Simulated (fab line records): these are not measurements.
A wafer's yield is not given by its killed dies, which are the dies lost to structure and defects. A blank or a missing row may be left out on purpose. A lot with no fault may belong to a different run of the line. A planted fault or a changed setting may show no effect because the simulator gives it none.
The tool behind it: which one? ; flow n5_finfet ; 24 lots, 72 wafers sampled, at 5 steps of a route of 1938

== WHAT EACH GAUGE READ, for each wafer ==
N5_DUMMY_GATE_OVL_MEAS_16.
lot;measured;on;GATE_OVL (nm)
L074;day 2 23:28;overlay-01;-0.5 -0.3 0.1
L075;day 3 04:42;overlay-01;-0.3 -1.4 -0.8
L076;day 3 11:16;overlay-02;0.0 -0.7 -0.7
L077;day 3 15:36;overlay-01;-1.4 -1.4 -1.0
L078;day 3 23:31;overlay-02;-0.3 -0.6 -1.4
L079;day 4 04:49;overlay-02;-0.1 -0.5 -1.1
L080;day 4 15:58;overlay-02;0.4 -0.4 -0.4
L081;day 4 19:53;overlay-02;-0.3 0.0 0.7
L082;day 5 00:38;overlay-01;0.1 -0.2 0.1
L083;day 5 03:48;overlay-02;1.3 0.5 0.5
L084;day 5 09:39;overlay-01;0.9 1.0 0.6
L085;day 5 19:13;overlay-01;-0.6 -0.8 -0.7
L086;day 5 21:49;overlay-02;-1.0 0.8 0.4
L087;day 6 05:13;overlay-01;0.3 -0.5 -0.7
L088;day 6 09:45;overlay-02;-1.2 -0.5 -1.0
L089;day 6 17:15;overlay-02;0.4 -0.6 -0.3
L090;day 6 22:32;overlay-02;-0.7 -0.4 -0.9
L091;day 7 04:41;overlay-02;0.6 0.9 0.0
L092;day 7 09:52;overlay-01;-1.3 -1.2 0.2
L093;day 7 16:41;overlay-01;0.4 -0.3 -0.2
L094;day 7 21:31;overlay-01;-0.5 0.9 0.1
L095;day 8 03:38;overlay-02;-0.3 -0.5 -0.2
L096;day 8 09:09;overlay-01;-1.2 -0.6 -0.4
L097;day 8 17:30;overlay-01;-0.6 -1.5 -1.1

N5_DUMMY_GATE_CD_MEAS_50 targets a cd of 14 nm.
lot;measured;on;cd_nm (nm)
L074;day 2 23:56;cd_sem-01;14.13 13.99 13.86
L075;day 3 05:14;cd_sem-02;14.23 13.95 13.88
L076;day 3 11:56;cd_sem-03;13.83 14.14 13.89
L077;day 3 16:14;cd_sem-02;13.91 14.22 13.87
L078;day 3 23:58;cd_sem-01;13.91 13.62 14.08
L079;day 4 05:43;cd_sem-01;14.31 14.37 14.56
L080;day 4 16:26;cd_sem-01;13.85 13.89 14.06
L081;day 4 20:21;cd_sem-01;14.08 14.12 14.36
L082;day 5 01:31;cd_sem-01;14.39 14.04 13.95
L083;day 5 04:34;cd_sem-02;13.39 13.90 13.59
L084;day 5 10:14;cd_sem-02;14.15 14.64 14.23
L085;day 5 19:40;cd_sem-02;13.50 14.12 13.88
L086;day 5 22:17;cd_sem-02;13.80 14.34 14.43
L087;day 6 06:07;cd_sem-01;14.31 13.84 14.22
L088;day 6 10:13;cd_sem-01;14.26 14.11 13.60
L089;day 6 17:55;cd_sem-03;13.60 14.42 13.75
L090;day 6 23:47;cd_sem-03;14.68 13.60 14.40
L091;day 7 05:09;cd_sem-03;13.85 13.63 13.96
L092;day 7 10:41;cd_sem-03;14.12 13.70 14.23
L093;day 7 17:08;cd_sem-03;13.77 14.41 14.13
L094;day 7 22:13;cd_sem-01;14.07 14.19 14.15
L095;day 8 04:16;cd_sem-02;14.25 14.32 14.50
L096;day 8 09:37;cd_sem-01;14.28 14.66 14.16
L097;day 8 17:58;cd_sem-02;14.05 14.37 13.97

N5_DUMMY_GATE_CD_MEAS_24 targets a cd of 15 nm.
lot;measured;on;cd_nm (nm)
L074;day 3 00:25;cd_sem-02;14.9 15.3 15.3
L075;day 3 05:43;cd_sem-01;15.4 14.8 15.2
L076;day 3 12:33;cd_sem-01;14.8 15.3 14.8
L077;day 3 16:46;cd_sem-02;15.2 15.3 15.0
L078;day 4 00:28;cd_sem-01;14.7 14.6 15.2
L079;day 4 06:13;cd_sem-01;15.6 15.0 15.8
L080;day 4 16:55;cd_sem-02;15.1 15.0 15.1
L081;day 4 20:51;cd_sem-02;15.3 15.1 16.0
L082;day 5 02:08;cd_sem-02;15.2 15.4 15.1
L083;day 5 05:12;cd_sem-01;15.0 15.0 15.2
L084;day 5 10:46;cd_sem-02;14.5 15.7 15.2
L085;day 5 20:10;cd_sem-02;15.1 14.9 15.1
L086;day 5 22:47;cd_sem-02;15.0 14.4 14.7
L087;day 6 06:38;cd_sem-02;14.3 14.5 15.3
L088;day 6 10:43;cd_sem-02;15.6 14.7 15.0
L089;day 6 18:25;cd_sem-01;14.9 15.2 14.9
L090;day 7 00:17;cd_sem-01;15.4 15.4 15.7
L091;day 7 05:38;cd_sem-01;15.4 15.0 15.1
L092;day 7 11:14;cd_sem-01;15.1 15.4 15.0
L093;day 7 17:38;cd_sem-01;14.9 15.2 15.5
L094;day 7 22:44;cd_sem-03;14.9 15.3 15.1
L095;day 8 04:46;cd_sem-02;14.8 15.3 15.5
L096;day 8 10:07;cd_sem-02;15.1 14.9 15.2
L097;day 8 18:28;cd_sem-01;14.7 15.1 14.6

N5_SD_EPI_N_INSPECT_11: inspects for defects (macro).
lot;measured;on;raw_defect_count
L074;day 3 02:01;defect_inspect-01;0 0 0
L075;day 3 07:04;defect_inspect-02;5 0 0
L076;day 3 14:05;defect_inspect-02;0 4 2
L077;day 3 18:26;defect_inspect-02;8 2 1
L078;day 4 01:47;defect_inspect-02;3 1 1
L079;day 4 07:34;defect_inspect-01;3 1 1
L080;day 4 18:25;defect_inspect-01;7 0 1
L081;day 4 22:18;defect_inspect-02;1 3 3
L082;day 5 04:23;defect_inspect-02;4 2 1
L083;day 5 06:25;defect_inspect-01;2 2 2
L084;day 5 12:07;defect_inspect-02;1 0 4
L085;day 5 22:27;defect_inspect-01;5 2 2
L086;day 6 00:07;defect_inspect-01;0 6 2
L087;day 6 08:17;defect_inspect-02;5 2 6
L088;day 6 12:03;defect_inspect-02;0 4 0
L089;day 6 20:19;defect_inspect-02;5 4 3
L090;day 7 01:38;defect_inspect-02;1 2 1
L091;day 7 07:18;defect_inspect-01;2 4 2
L092;day 7 12:34;defect_inspect-02;3 2 1
L093;day 7 19:04;defect_inspect-02;1 2 2
L094;day 8 00:07;defect_inspect-02;1 2 3
L095;day 8 06:22;defect_inspect-02;3 0 5
L096;day 8 11:23;defect_inspect-01;2 1 2
L097;day 8 19:41;defect_inspect-01;0 4 2

== EACH LOT AND THE TOOL THAT RAN IT (in order: tool; ch and the chambers of the sampled wafers; start) ==
lot;N5_DUMMY_GATE_ETCH_23
L074;rie_si-02 ch 0,1,3, day 3 00:15
L075;rie_si-03 ch 1,3, day 3 05:33
L076;rie_si-01 ch 0,2,3, day 3 12:23
L077;rie_si-01 ch 1,2,3, day 3 16:36
L078;rie_si-02 ch 0,3, day 4 00:18
L079;rie_si-01 ch 0,1,3, day 4 06:03
L080;rie_si-01 ch 1,2,3, day 4 16:45
L081;rie_si-03 ch 0,1,3, day 4 20:41
L082;rie_si-02 ch 1,2,3, day 5 01:57
L083;rie_si-02 ch 0,1,2, day 5 05:02
L084;rie_si-01 ch 0,1,3, day 5 10:36
L085;rie_si-01 ch 0,2,3, day 5 19:59
L086;rie_si-01 ch 1,2, day 5 22:37
L087;rie_si-02 ch 0,1, day 6 06:28
L088;rie_si-01 ch 0,1,3, day 6 10:32
L089;rie_si-02 ch 1,3, day 6 18:14
L090;rie_si-03 ch 1,3, day 7 00:07
L091;rie_si-02 ch 0,2,3, day 7 05:29
L092;rie_si-01 ch 1,2,3, day 7 11:03
L093;rie_si-01 ch 0,2,3, day 7 17:28
L094;rie_si-02 ch 0,1,2, day 7 22:34
L095;rie_si-01 ch 0,1,2, day 8 04:35
L096;rie_si-02 ch 0,1,3, day 8 09:57
L097;rie_si-01 ch 1,3, day 8 18:17
- N5_DUMMY_GATE_ETCH_23: etches poly-Si in HBr/Cl2/O2, target depth 41 nm, time 22.3 s.

== WHAT THE TOOLS THEMSELVES READ (means of the sampled wafers that have a number; where no wafer has one, the mark that the record gives instead) ==
N5_DUMMY_GATE_ETCH_23.
lot;tool;O2_flow_sccm (sccm);drypump_motor_current_A (A);oes_product_au (a.u.);throttle_valve_pct (%)
L074;rie_si-02;12.01;5.98;0.992;37.48
L075;rie_si-03;12.00;5.78;1.025;37.06
L076;rie_si-01;12.03;5.75;1.008;37.30
L077;rie_si-01;12.03;5.76;1.003;37.31
L078;rie_si-02;12.04;6.10;0.977;37.47
L079;rie_si-01;12.00;5.80;1.009;37.21
L080;rie_si-01;12.06;5.76;1.007;37.31
L081;rie_si-03;11.98;5.68;1.005;37.19
L082;rie_si-02;12.02;5.98;0.992;37.74
L083;rie_si-02;11.97;5.85;0.987;37.46
L084;rie_si-01;12.02;5.84;1.018;37.22
L085;rie_si-01;11.99;5.74;1.017;37.31
L086;rie_si-01;12.01;5.48;1.007;37.48
L087;rie_si-02;12.00;5.85;0.991;37.48
L088;rie_si-01;11.98;5.80;1.014;37.21
L089;rie_si-02;11.99;6.11;0.990;37.76
L090;rie_si-03;11.98;5.95;1.025;37.20
L091;rie_si-02;12.02;5.99;0.977;37.46
L092;rie_si-01;12.01;5.75;1.009;37.31
L093;rie_si-01;12.00;5.74;1.013;37.31
L094;rie_si-02;11.98;5.85;0.988;37.47
L095;rie_si-01;12.03;5.55;1.013;37.38
L096;rie_si-02;11.98;5.96;0.986;37.48
L097;rie_si-01;12.03;5.83;0.994;37.23

== THE ANSWER, worked out from the rows above alone ==
Rule: the lots themselves supply what counts as usual. The widest of any qualifying gaps counts: lots, ordered by their means at a reading, are off when they make up no more than a third of the lots, leave a main group of 4 or more, and stand apart from it by 3 or more times the standard deviation of that group's means. A main group is skipped when, at the precision printed for the reading in the tables above, its means are all equal. Also off: a lot with no number at a reading for which 4 or more lots have one. Any other lot the step has rows for is counted as sound. The gauges are gone through in route order, then the tools' own readings, and for those a lot's mean is taken as printed above. The first step at which some lot is off is used, and at that step the reading that is off furthest; a lot without a number counts as furthest.
None of the lots is off at any reading shown; this tells nothing.

== WHAT THE SIMULATOR HAD PUT IN ==
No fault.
